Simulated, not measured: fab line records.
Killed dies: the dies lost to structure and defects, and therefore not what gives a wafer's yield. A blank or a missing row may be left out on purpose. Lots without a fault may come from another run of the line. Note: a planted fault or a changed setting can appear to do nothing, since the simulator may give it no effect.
fab line records    flow n5-finfet
record lots=7  wafers=39
route steps=1938 shown FIN_SAQP@130 SD_EPI_N@288 SD_ACTIVATION@330 MOL_CONTACT_COAG@542
start-h: start of the lot's first displayed wafer, in hours after the record's first day    wait-h: hours elapsed since this lot's preceding step    " as in the row above    L1.1+2: a single row standing in for several wafers    - no value present, or no start provided    * or withheld: withheld    < > ~ a bound
route shown NAME@n: NAME is a module with steps in the file, n the number in the route of the first one    usual: the fault-free wafers' mean and standard deviation    same: alike in all rows    chamber/n: place in a boat    sites: each site's reading    _std_site: standard deviation of those values    _edge_site: outer sites' mean less inner sites'    radius-mm: how far each site lies from the wafer's centre    mask NAME#n: copy n    behind: the tool/chamber that last shaped the wafer    hold: cause of the lot's hold/its duration in hours/its outcome    device: transistor that didn't switch, given as n, p or np    end of line: at the end of the route, the tests of the same wafers    where a step has no rows: the recipe by itself    killed: at the first sort, the dies lost to defects and structure; wafer yield is something else    map: a wafer's dies, marking killed ones x, the rest . and places with no die _
set.NAME: setting as actually run; set.NAME@STEP: the setting as run at that earlier step    model.NAME: the simulator's own value behind a step, which no gauge read
lots whose settings were changed on purpose; a table a step, a row a wafer
## steps
# step N5_FIN_SAQP_ETCH_65
# recipe chemistry=CF4  target=SiO2  target-depth-a=40  ion-energy-ev=350  time-s=4.4  pressure-mtorr=10  icp-w=800  bias-w=400  cf4-flow-sccm=80
lot.wafer  tool       chamber  start-h  wait-h  set.time-s  model.etch.depth-nm
L075.1     rie-si-04  1        31.21    0.1     4.4         3.991
L075.2     "          0        "        "       6.249       5.54
L075.3     "          2        "        "       4.4         4.056
L075.4     "          3        "        "       6.249       5.608
L075.5     "          2        "        "       4.4         4.023
L075.6     "          3        "        "       6.249       5.588
L079.1     rie-si-02  1        57.77    0.1     4.4         3.928
L079.2     "          2        "        "       4.4         4.029
L079.3     "          0        "        "       2.297       2.127
L079.4     "          3        "        "       4.4         4.002
L079.5     "          0        "        "       2.297       2.104
L079.6     "          1        "        "       2.297       2.06
L080.1     rie-si-04  1        63.38    0.1     3.704       3.326
L080.2     "          3        "        "       4.4         3.949
L080.3     "          2        "        "       4.4         3.977
L080.4     "          0        "        "       4.4         3.897
L080.5     "          0        "        "       3.704       3.291
L080.6     "          1        "        "       3.704       3.377
L085.1     rie-si-02  2        90.92    0.1     4.4         4.051
L085.2     "          1        "        "       4.4         3.975
L085.4     "          0        "        "       4.4         4.037
L089.1     rie-si-04  1        115.58   0.1     4.4         4.023
L089.2     "          2        "        "       6.514       6.017
L089.3     "          0        "        "       4.4         3.915
L089.4     "          3        "        "       6.514       5.862
L089.5     "          1        "        "       6.514       5.858
L089.6     "          2        "        "       4.4         4.041
L090.1     rie-si-04  0        119.91   0.1     2.353       2.092
L090.2     "          2        "        "       4.4         4.05
L090.3     "          1        "        "       2.353       2.122
L090.4     "          3        "        "       2.353       2.096
L090.5     "          1        "        "       4.4         3.992
L090.6     "          2        "        "       4.4         4.018
L097.1     rie-si-04  0        162.73   0.1     4.4         3.947
L097.2     "          2        "        "       6.373       5.763
L097.3     "          3        "        "       6.373       5.717
L097.4     "          1        "        "       6.373       5.762
L097.5     "          2        "        "       4.4         4.011
L097.6     "          3        "        "       4.4         3.963
# step N5_SD_EPI_N_EPI_21
# recipe material=Si:P  dopant=P  temp-c=680  pressure-torr=255  time-s=690
lot.wafer  tool          chamber  start-h  wait-h  set.time-s  model.Si-P_of_SD_EPI_N_EPI_21.thk-nm
L075.1+2   epi-rpcvd-03  0        57.40    0.1     821.4       67.8
L075.3     "             0        "        "       690         61.6
L075.4     "             0        "        "       690         61.8
L075.5     "             0        "        "       690         59.8
L075.6     "             0        "        "       821.4       68.2
L079.1     epi-rpcvd-02  0        82.89    0.1     929.9       71.8
L079.2     "             0        "        "       690         58.2
L079.3     "             0        "        "       929.9       73.4
L079.4     "             0        "        "       690         58.4
L079.5     "             0        "        "       929.9       73.2
L079.6     "             0        "        "       690         58.8
L080.1+2   epi-rpcvd-02  0        89.82    0.1     690         59.4
L080.3     "             0        "        "       690         58.8
L080.4     "             0        "        "       690         59.2
L080.5     "             0        "        "       690         59
L080.6     "             0        "        "       690         59.8
L085.1     epi-rpcvd-03  0        117.89   0.1     690         59
L085.2+4   "             0        "        "       690         59.4
L089.1     epi-rpcvd-01  0        142.91   0.1     978.6       76
L089.2     "             0        "        "       978.6       75.6
L089.3     "             0        "        "       690         58.2
L089.4     "             0        "        "       690         59.4
L089.5     "             0        "        "       690         59
L089.6     "             0        "        "       978.6       76.2
L090.1     epi-rpcvd-03  0        145.64   0.1     690         59
L090.2+5   "             0        "        "       690         58.8
L090.3+4   "             0        "        "       341.5       31.8
L090.6     "             0        "        "       341.5       31.4
L097.1+3   epi-rpcvd-02  0        192.18   0.1     690         60.6
L097.2     "             0        "        "       690         59.6
L097.4     "             0        "        "       690         60
L097.5     "             0        "        "       690         59.8
L097.6     "             0        "        "       690         60.4
# step N5_SD_EPI_N_EPI_MEAS_23
# recipe mode=xrd
# usual thk-nm=59.3/1.3
lot.wafer  tool           chamber  start-h  wait-h  set.time-s@SD_EPI_N_EPI_21  thk-nm
L075.1     film-metro-01  -        59.13    1.5     821.4                       66.7
L075.2     "              -        "        "       821.4                       69.9
L075.3     "              -        "        "       690                         60.4
L075.4     "              -        "        "       690                         62.5
L075.5     "              -        "        "       690                         61.0
L075.6     "              -        "        "       821.4                       69.5
L079.1     film-metro-01  -        84.61    1.4     929.9                       71.5
L079.2     "              -        "        "       690                         59.3
L079.3     "              -        "        "       929.9                       71.8
L079.4     "              -        "        "       690                         57.9
L079.5     "              -        "        "       929.9                       71.4
L079.6     "              -        "        "       690                         59.5
L080.1     film-metro-01  -        91.55    1.5     690                         59.2
L080.2     "              -        "        "       690                         59.4
L080.3     "              -        "        "       690                         57.7
L080.4     "              -        "        "       690                         58.7
L080.5     "              -        "        "       690                         58.7
L080.6     "              -        "        "       690                         61.2
L085.1     film-metro-01  -        119.61   1.4     690                         57.6
L085.2     "              -        "        "       690                         59.7
L085.4     "              -        "        "       690                         60.5
L089.1     film-metro-02  -        144.62   1.4     978.6                       77.3
L089.2     "              -        "        "       978.6                       74.6
L089.3     "              -        "        "       690                         56.9
L089.4     "              -        "        "       690                         60.0
L089.5     "              -        "        "       690                         59.8
L089.6     "              -        "        "       978.6                       77.4
L090.1     film-metro-02  -        147.35   1.4     690                         60.3
L090.2     "              -        "        "       690                         58.8
L090.3     "              -        "        "       341.5                       34.3
L090.4     "              -        "        "       341.5                       32.2
L090.5     "              -        "        "       690                         61.1
L090.6     "              -        "        "       341.5                       32.3
L097.1     film-metro-02  -        193.89   1.4     690                         60.8
L097.2     "              -        "        "       690                         60.1
L097.3     "              -        "        "       690                         61.2
L097.4     "              -        "        "       690                         58.7
L097.5     "              -        "        "       690                         59.9
L097.6     "              -        "        "       690                         61.3
# step N5_SD_EPI_N_PRECLEAN_24
# recipe chemistry=O3/DIW  time-s=60  temp-c=22  o3-ppm=10
# step N5_SD_EPI_N_SRD_25
# recipe time-s=30  temp-c=23  rinse-liquid=diw  dry=ipa-marangoni
# step N5_SD_ACTIVATION_RTA_00
# recipe temp-c=975  time-s=0  ambient=N2  idle-temp-c=600  ramp-up-c-per-s=150  ramp-down-c-per-s=60  cool-to-c=600
# step N5_SD_ACTIVATION_LSA_01
# recipe temp-c=1080  time-s=0.0008  ambient=N2
# step N5_SD_ACTIVATION_RS_MEAS_03
# recipe thk-meas-gauge=four-point-probe
# usual RS_SD_N=21.82/0.25  RS_SD_P=55.8/0.97
lot.wafer  tool           chamber  start-h  wait-h  set.time-s@SD_EPI_N_EPI_21  RS_SD_N[ohm/sq]  RS_SD_P[ohm/sq]
L075.1     film-metro-02  -        64.53    0.2     821.4                       19.02            54.7
L075.2     "              -        "        "       821.4                       18.87            54.4
L075.3     "              -        "        "       690                         21.03            54.7
L075.4     "              -        "        "       690                         20.91            55.1
L075.5     "              -        "        "       690                         21.44            54.8
L075.6     "              -        "        "       821.4                       18.91            54.9
L079.1     film-metro-01  -        90.07    0.2     929.9                       17.89            56.7
L079.2     "              -        "        "       690                         22.14            54.6
L079.3     "              -        "        "       929.9                       17.72            56.0
L079.4     "              -        "        "       690                         22.04            55.9
L079.5     "              -        "        "       929.9                       17.64            55.8
L079.6     "              -        "        "       690                         21.98            56.1
L080.1     film-metro-01  -        98.86    0.2     690                         21.80            54.3
L080.2     "              -        "        "       690                         22.10            54.6
L080.3     "              -        "        "       690                         21.88            53.9
L080.4     "              -        "        "       690                         21.72            54.7
L080.5     "              -        "        "       690                         21.86            53.6
L080.6     "              -        "        "       690                         21.90            53.7
L085.1     film-metro-01  -        124.74   0.2     690                         21.87            54.9
L085.2     "              -        "        "       690                         21.79            55.0
L085.4     "              -        "        "       690                         21.73            55.0
L089.1     film-metro-01  -        149.81   0.2     978.6                       17.14            56.5
L089.2     "              -        "        "       978.6                       17.20            56.5
L089.3     "              -        "        "       690                         22.34            55.7
L089.4     "              -        "        "       690                         21.64            56.0
L089.5     "              -        "        "       690                         21.87            56.2
L089.6     "              -        "        "       978.6                       17.04            55.6
L090.1     film-metro-02  -        152.93   0.2     690                         22.06            54.5
L090.2     "              -        "        "       690                         22.01            55.2
L090.3     "              -        "        "       341.5                       40.98            55.2
L090.4     "              -        "        "       341.5                       40.95            54.5
L090.5     "              -        "        "       690                         21.96            54.5
L090.6     "              -        "        "       341.5                       40.97            55.2
L097.1     film-metro-01  -        199.36   0.2     690                         21.20            55.5
L097.2     "              -        "        "       690                         21.50            55.6
L097.3     "              -        "        "       690                         21.08            55.6
L097.4     "              -        "        "       690                         21.31            54.6
L097.5     "              -        "        "       690                         21.51            54.7
L097.6     "              -        "        "       690                         21.29            54.8
# step N5_MOL_CONTACT_COAG_PRECLEAN_111
# recipe chemistry=NF3:NH3  afs-cycles=1  temp-c=30  time-s=20  sublimation-temp-c=180  sublimation-time-s=60  pressure-torr=3  rf-power-w=30
lot.wafer       tool              chamber  start-h  wait-h  set.time-s  model.SiNx_of_GATE_CUT_SAC_CAP_01.thk-nm  model.SiNx_of_SPACER0_ALD_07.thk-nm
L075.1+2        remote-plasma-02  0        96.77    0.2     11.88       20.8                                      1.4
L075.3          "                 0        "        "       20          20.4                                      1
L075.4+6        "                 0        "        "       20          20.4                                      1.2
L075.5          "                 0        "        "       11.88       20.6                                      1.4
L079.1+2        remote-plasma-01  0        121.72   0.2     29.17       20                                        0.8
L079.3          "                 0        "        "       29.17       20.2                                      0.8
L079.4          "                 0        "        "       20          20.4                                      1.2
L079.5          "                 0        "        "       20          20.4                                      1
L079.6          "                 0        "        "       20          20.2                                      1.2
L080.1+3+4+5+6  remote-plasma-01  1        130.35   0.2     20          20.4                                      1.2
L080.2          "                 1        "        "       20          20.2                                      1
L085.1+2        remote-plasma-01  1        153.58   0.2     20          20.2                                      1
L085.4          "                 1        "        "       20          20.4                                      1
L089.1          remote-plasma-01  1        179.66   0.2     9.69        20.8                                      1.6
L089.2+4        "                 1        "        "       9.69        20.6                                      1.6
L089.3+6        "                 1        "        "       20          20.2                                      1
L089.5          "                 1        "        "       20          20.2                                      1.2
L090.1          remote-plasma-02  1        183.13   0.2     20          20.4                                      1.2
L090.2+3+5      "                 1        "        "       15.94       20.6                                      1.2
L090.4+6        "                 1        "        "       20          20.4                                      1
L097.1+6        remote-plasma-02  1        229.49   0.2     27.65       20.2                                      0.8
L097.2          "                 1        "        "       27.65       20                                        0.8
L097.3          "                 1        "        "       20          20.2                                      1.2
L097.4          "                 1        "        "       20          20.4                                      1.2
L097.5          "                 1        "        "       20          20.4                                      1
# step N5_MOL_CONTACT_COAG_TI_SIL_19
# recipe material=Ti  target-thk-a=42  temp-c=200  chamber-pressure-pa=5  power-w=5000  time-s=15
# step N5_MOL_CONTACT_COAG_ALD_20
# recipe material=TiN  target-thk-a=15  temp-c=400  ald-precursor-family=TiCl4  ald-co-reactant=NH3  pulse-time-s=1  purge-time-s=3  co-reactant-purge-time-s=2  co-reactant-pulse-time-s=2  ald-cycles=68  pressure-torr=3
# step N5_MOL_CONTACT_COAG_PRECLEAN_125
# recipe chemistry=DIW  time-s=57.5  temp-c=23
# step N5_MOL_CONTACT_COAG_SRD_126
# recipe dry-time-s=32  dry=n2-spin  spin-rpm=1500
# step N5_MOL_CONTACT_COAG_CMP_23
# recipe stop-on=SiO2  t-overpolish-s=1.5  post-cmp-clean=cu-alkaline  down-force-psi=2  platen-rpm=50.289  pad-velocity-m-s=1.0006  target-thk-nm=0
lot.wafer   tool    chamber  start-h  wait-h  set.time-s@MOL_CONTACT_COAG_PRECLEAN_111  model.SiNx_of_GATE_CUT_SAC_CAP_01.thk-nm
L075.4      cmp-04  2        103.22   0.0     20                                        18.2
L075.1+2+5  "       3,0,2    "        "       11.88                                     18.6
L075.3+6    "       1,3      "        "       20                                        18.4
L079.2+3+1  cmp-01  3,0,1    126.45   0.0     29.17                                     18
L079.4+6    "       2,3      "        "       20                                        18.2
L079.5      "       0        "        "       20                                        18.4
L080.4+3+6  cmp-01  0,2,0    134.90   0.2     20                                        18.4
L080.1+2+5  "       1,3,1    "        "       20                                        18.2
L085.1+2    cmp-03  2,1      159.34   0.0     20                                        18.2
L085.4      "       0        "        "       20                                        18.4
L089.1+4    cmp-03  3,1      186.06   0.0     9.69                                      18.6
L089.3+5    "       0        "        "       20                                        18.2
L089.2      "       2        "        "       9.69                                      18.4
L089.6      "       3        "        "       20                                        18
L090.1+4+6  cmp-04  3,2,0    191.70   0.0     20                                        18.2
L090.3+2+5  "       0,1,3    "        "       15.94                                     18.4
L097.3+5    cmp-04  1        234.14   0.0     20                                        18.2
L097.2+1+6  "       2,3,2    "        "       27.65                                     18
L097.4      "       0        "        "       20                                        18.4
# step N5_MOL_CONTACT_COAG_WET_ETCH_26
# recipe target=Co  target-depth-nm=13
lot.wafer       tool          chamber    start-h  wait-h  set.time-s@MOL_CONTACT_COAG_PRECLEAN_111  model.SiNx_of_GATE_CUT_SAC_CAP_01.thk-nm
L075.1+2        wet-bench-03  5,2        103.57   0.0     11.88                                     18.6
L075.3          "             0          "        "       20                                        18.4
L075.4+6        "             4,1        "        "       20                                        18.2
L075.5          "             3          "        "       11.88                                     18.4
L079.1+2+3      wet-bench-03  6,3,5      126.80   0.0     29.17                                     18
L079.4+6        "             1,4        "        "       20                                        18.2
L079.5          "             2          "        "       20                                        18.4
L080.1+2+4+5+6  wet-bench-01  0,4,3,2,1  135.25   0.0     20                                        18.2
L080.3          "             7          "        "       20                                        18.4
L085.1+4        wet-bench-02  3,4        159.69   0.0     20                                        18.2
L085.2          "             0          "        "       20                                        18
L089.1+4        wet-bench-02  3,2        186.41   0.0     9.69                                      18.6
L089.2          "             5          "        "       9.69                                      18.4
L089.3+6        "             1,4        "        "       20                                        18
L089.5          "             6          "        "       20                                        18.2
L090.1+4+6      wet-bench-02  0,2,3      192.05   0.0     20                                        18.2
L090.2+3+5      "             4,7,1      "        "       15.94                                     18.4
L097.1+2+6      wet-bench-01  1,4,7      234.49   0.0     27.65                                     18
L097.3+4+5      "             6,0,5      "        "       20                                        18.2
# step N5_MOL_CONTACT_COAG_WET_ETCH_116
# recipe chemistry=SC1-inhibited  target-depth-nm=4.6  dry=ipa-marangoni  rinse-time-s=30  rinse-temp-c=23
# step N5_MOL_CONTACT_COAG_ALD_27
# recipe material=SiOC  target-thk-a=170  temp-c=400  ald-precursor-family=carbosiloxane  ald-co-reactant=H2-plasma  pulse-time-s=1.5  time-s=2720  purge-time-s=2  co-reactant-purge-time-s=2  ald-cycles=340  pressure-torr=2
# step N5_MOL_CONTACT_COAG_CMP_28
# recipe stop-on=SiNx  t-overpolish-s=0.85  post-cmp-clean=alkaline-brush  down-force-psi=4.15  platen-rpm=51.8  pad-velocity-m-s=1.0307  target-thk-nm=14.522
# step N5_MOL_CONTACT_COAG_THK_MEAS_29
# recipe reads=SiNx_of_GATE_CUT_PECVD_57+SiNx_of_GATE_CUT_SAC_CAP_01
# usual MD_CAP_THK=17.93/0.089
lot.wafer  tool           chamber  start-h  wait-h  set.time-s@MOL_CONTACT_COAG_PRECLEAN_111  MD_CAP_THK[nm]
L075.1     film-metro-02  -        105.94   -       11.88                                     18.34
L075.2     "              -        "        "       11.88                                     18.20
L075.3     "              -        "        "       20                                        18.04
L075.4     "              -        "        "       20                                        17.97
L075.5     "              -        "        "       11.88                                     18.17
L075.6     "              -        "        "       20                                        18.00
L079.1     film-metro-01  -        129.22   -       29.17                                     17.67
L079.2     "              -        "        "       29.17                                     17.59
L079.3     "              -        "        "       29.17                                     17.76
L079.4     "              -        "        "       20                                        17.94
L079.5     "              -        "        "       20                                        17.99
L079.6     "              -        "        "       20                                        17.85
L080.1     film-metro-02  -        137.58   -       20                                        18.00
L080.2     "              -        "        "       20                                        17.85
L080.3     "              -        "        "       20                                        18.05
L080.4     "              -        "        "       20                                        17.92
L080.5     "              -        "        "       20                                        17.92
L080.6     "              -        "        "       20                                        18.02
L085.1     film-metro-01  -        162.12   -       20                                        17.86
L085.2     "              -        "        "       20                                        17.75
L085.4     "              -        "        "       20                                        18.00
L089.1     film-metro-02  -        189.75   -       9.69                                      18.30
L089.2     "              -        "        "       9.69                                      18.07
L089.3     "              -        "        "       20                                        17.75
L089.4     "              -        "        "       9.69                                      18.21
L089.5     "              -        "        "       20                                        17.85
L089.6     "              -        "        "       20                                        17.73
L090.1     film-metro-02  -        194.42   -       20                                        17.86
L090.2     "              -        "        "       15.94                                     18.09
L090.3     "              -        "        "       15.94                                     18.10
L090.4     "              -        "        "       20                                        17.82
L090.5     "              -        "        "       15.94                                     18.10
L090.6     "              -        "        "       20                                        17.91
L097.1     film-metro-02  -        236.83   -       27.65                                     17.74
L097.2     "              -        "        "       27.65                                     17.76
L097.3     "              -        "        "       20                                        17.85
L097.4     "              -        "        "       20                                        18.00
L097.5     "              -        "        "       20                                        17.96
L097.6     "              -        "        "       27.65                                     17.69
# step N5_MOL_CONTACT_COAG_ALD_123
# recipe material=SiNx  target-thk-a=50  temp-c=400  ald-precursor-family=SiH2I2  ald-co-reactant=N2/H2-plasma  pulse-time-s=1  purge-time-s=2  co-reactant-purge-time-s=2  ald-cycles=100  pressure-torr=2
# step N5_MOL_CONTACT_COAG_PECVD_31
# recipe material=SiO2  target-thk-a=460  temp-c=400  precursor=TEOS/O2  pressure-torr=6.5  rf-w=withheld  teos-flow-sccm=withheld  gas=O2  flow-sccm=2650  time-s=8.9
# step N5_MOL_CONTACT_COAG_VIA_ETCH_46
# recipe chemistry=C4F6/O2  target-depth-a=460  overetch-a=92  mask-material=SOC  target=SiO2  bias-w=455  pressure-mtorr=10  time-s=40  source-w=325  Ar_flow_sccm=300  C4F6_flow_sccm=10  O2_flow_sccm=10  ion-energy-ev=575.3  ends=end-point
# step N5_MOL_CONTACT_COAG_STRIP_96
# recipe chemistry=N2/H2  power-w=500  temp-c=40  pressure-mtorr=50  rf-frequency-hz=6e+07  overash-fraction=0.3  bias-power-w=28  h2-frac=0.5  n2-flow-sccm=300  h2-flow-sccm=300
# step N5_MOL_CONTACT_COAG_ETCH_47
# recipe chemistry=CH3F/O2  target=SiNx  target-depth-a=270  mask-material=SiO2  stop-on=W  over-etch-frac=0.2  ion-energy-ev=120  endpoint=OES-CN  pressure-mtorr=30  source-w=395  bias-w=73  Ar_flow_sccm=150  CH3F_flow_sccm=30  O2_flow_sccm=20  ends=end-point
lot.wafer   tool         chamber  start-h  wait-h  set.time-s@MOL_CONTACT_COAG_PRECLEAN_111  model.etch.depth-nm
L075.1      rie-diel-02  1        107.83   0.0     11.88                                     18.34
L075.2      "            2        "        "       11.88                                     18.26
L075.3      "            0        "        "       20                                        18.02
L075.4      "            3        "        "       20                                        17.94
L075.5      "            3        "        "       11.88                                     18.16
L075.6      "            2        "        "       20                                        18
L079.1      rie-diel-04  0        130.93   0.0     29.17                                     17.66
L079.2      "            3        "        "       29.17                                     17.61
L079.3      "            2        "        "       29.17                                     17.76
L079.4      "            1        "        "       20                                        17.94
L079.5      "            1        "        "       20                                        18.03
L079.6      "            2        "        "       20                                        17.84
L080.1      rie-diel-03  2        139.29   0.0     20                                        17.94
L080.2      "            0        "        "       20                                        17.86
L080.3      "            3        "        "       20                                        18.02
L080.4      "            2        "        "       20                                        17.99
L080.5      "            0        "        "       20                                        17.92
L080.6      "            3        "        "       20                                        17.97
L085.1      rie-diel-04  0        164.18   0.0     20                                        17.84
L085.2      "            1        "        "       20                                        17.79
L085.4      "            0        "        "       20                                        17.96
L089.1      rie-diel-04  2        192.12   0.0     9.69                                      18.29
L089.2      "            1        "        "       9.69                                      18.1
L089.3      "            2        "        "       20                                        17.77
L089.4      "            1        "        "       9.69                                      18.24
L089.5      "            2        "        "       20                                        17.89
L089.6      "            1        "        "       20                                        17.73
L090.1+4+6  rie-diel-04  1,3,2    197.50   0.0     20                                        17.9
L090.2+3    "            3,2      "        "       15.94                                     18.1
L090.5      "            1        "        "       15.94                                     18.08
L097.1+6    rie-diel-03  2,3      238.93   0.0     27.65                                     17.73
L097.2      "            0        "        "       27.65                                     17.71
L097.3      "            3        "        "       20                                        17.86
L097.4      "            1        "        "       20                                        17.98
L097.5      "            0        "        "       20                                        17.94
## key
split step=N5_FIN_SAQP_ETCH_65  setting=time-s  stated=4.4  by=wafer
response step=N5_FIN_SAQP_ETCH_65  reading=model.etch.depth-nm  change=+0.0395  per=1%  r=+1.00
split step=N5_SD_EPI_N_EPI_21  setting=time-s  stated=690  by=wafer
response step=N5_SD_EPI_N_EPI_21  reading=model.Si-P_of_SD_EPI_N_EPI_21.thk-nm  change=+0.463  per=1%  r=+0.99
response step=N5_SD_EPI_N_EPI_MEAS_23  reading=thk-nm  change=*  per=1%  r=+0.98
response step=N5_SD_ACTIVATION_RS_MEAS_03  reading=RS_SD_N  change=-0.23  per=1%  r=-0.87
split step=N5_MOL_CONTACT_COAG_PRECLEAN_111  setting=time-s  stated=20  by=wafer
response step=N5_MOL_CONTACT_COAG_PRECLEAN_111  reading=model.SiNx_of_GATE_CUT_SAC_CAP_01.thk-nm  change=-0.00743  per=1%  r=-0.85
response step=N5_MOL_CONTACT_COAG_PRECLEAN_111  reading=model.SiNx_of_SPACER0_ALD_07.thk-nm  change=-0.00834  per=1%  r=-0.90
response step=N5_MOL_CONTACT_COAG_CMP_23  reading=model.SiNx_of_GATE_CUT_SAC_CAP_01.thk-nm  change=-0.00699  per=1%  r=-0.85
response step=N5_MOL_CONTACT_COAG_WET_ETCH_26  reading=model.SiNx_of_GATE_CUT_SAC_CAP_01.thk-nm  change=-0.0071  per=1%  r=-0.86
response step=N5_MOL_CONTACT_COAG_THK_MEAS_29  reading=MD_CAP_THK  change=-0.00662  per=1%  r=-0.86
response step=N5_MOL_CONTACT_COAG_ETCH_47  reading=model.etch.depth-nm  change=-0.00669  per=1%  r=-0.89
